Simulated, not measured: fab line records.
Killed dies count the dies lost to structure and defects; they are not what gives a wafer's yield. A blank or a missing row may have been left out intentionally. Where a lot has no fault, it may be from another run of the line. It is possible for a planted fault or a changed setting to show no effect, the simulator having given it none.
Matching of chambers | flow nand_harc | NHARC_A_SLIT_ETCH_24 on rie_diel-05 has 4 sister chambers
The step etches the open film in CF4/CHF3, target depth 121 nm, time 60.5 s. 22 wafers are shown with their chamber, then 10 later ones without.

== EACH WAFER AND ITS CHAMBER ==
wafer  | chamber | drypump_motor_current_A (A) | showerhead_plenum_p_Torr (Torr) | rf_vpp_V (V)
L074.1 | 1       | 5.7                         | 1.53                            | 368.7
L074.5 | 0       | 4.8                         | 1.52                            | 368.8
L074.6 | 3       | 6.6                         | 1.54                            | 369.7
L078.2 | 3       | 6.6                         | 1.54                            | 368.4
L078.4 | 0       | 4.8                         | 1.52                            | 368.7
L078.5 | 0       | 4.8                         | 1.52                            | 367.7
L080.1 | 1       | 5.7                         | 1.52                            | 369.6
L080.4 | 2       | 5.6                         | 1.62                            | 371.6
L080.5 | 3       | 6.6                         | 1.54                            | 369.4
L081.3 | 0       | 4.8                         | 1.52                            | 370.0
L081.4 | 1       | 5.7                         | 1.52                            | 369.1
L081.5 | 2       | 5.6                         | 1.62                            | 371.7
L083.1 | 0       | 4.9                         | 1.52                            | 367.3
L083.4 | 2       | 5.6                         | 1.62                            | 371.1
L083.5 | 0       | 4.8                         | 1.52                            | 369.8
L086.2 | 3       | 6.6                         | 1.53                            | 369.1
L086.4 | 2       | 5.6                         | 1.62                            | 371.9
L086.5 | 3       | 6.6                         | 1.53                            | 369.8
L090.2 | 3       | 6.6                         | 1.53                            | 367.6
L090.4 | 0       | 4.8                         | 1.51                            | 368.5
L090.5 | 1       | 5.7                         | 1.52                            | 367.6
L089.4 | 2       | 5.5                         | 1.62                            | 371.3

SIGNATURES (averages over the wafers above)
reading                  | chamber 0 | chamber 1 | chamber 2 | chamber 3 | scatter within a chamber
drypump_motor_current_A  | 4.814     | 5.700     | 5.580     | 6.600     | 0.0303
showerhead_plenum_p_Torr | 1.5186    | 1.5225    | 1.6200    | 1.5350    | 0.00415
rf_vpp_V                 | 368.686   | 368.750   | 371.520   | 369.000   | 0.82
Rule: a wafer lies at a distance from a chamber equal to the root of the sum of squares, over the readings, of (its reading less the chamber's mean, divided by the reading's scatter). The wafer belongs to the nearest chamber; if the next one is less than 2 further off, it can't be placed. How the scatter is found: for the shown wafers, subtract from each reading the mean of its chamber, square and add these, divide the total by (wafers less chambers), then take the root.

== WAFERS MISSING THEIR CHAMBER ==
wafer  | drypump_motor_current_A (A) | showerhead_plenum_p_Torr (Torr) | rf_vpp_V (V)
L089.5 | 4.8                         | 1.51                            | 369.0
L089.6 | 6.6                         | 1.53                            | 370.9
L093.1 | 4.8                         | 1.51                            | 368.4
L093.5 | 5.5                         | 1.61                            | 372.5
L093.6 | 4.8                         | 1.51                            | 370.0
L096.2 | 5.6                         | 1.61                            | 371.2
L096.5 | 5.6                         | 1.61                            | 372.2
L095.3 | 4.9                         | 1.51                            | 367.5
L095.5 | 6.6                         | 1.53                            | 370.5
L095.6 | 5.5                         | 1.61                            | 372.9

== WHICH CHAMBER EACH WENT THROUGH ==
wafer  | from the rows above | in truth
L089.5 | 0                   | 0
L089.6 | 3                   | 3
L093.1 | 0                   | 0
L093.5 | 2                   | 2
L093.6 | 0                   | 0
L096.2 | 2                   | 2
L096.5 | 2                   | 2
L095.3 | 0                   | 0
L095.5 | 3                   | 3
L095.6 | 2                   | 2
Correctly placed: 10 of 10. Left unplaced by these rows: 0. Number placed wrongly: 0.
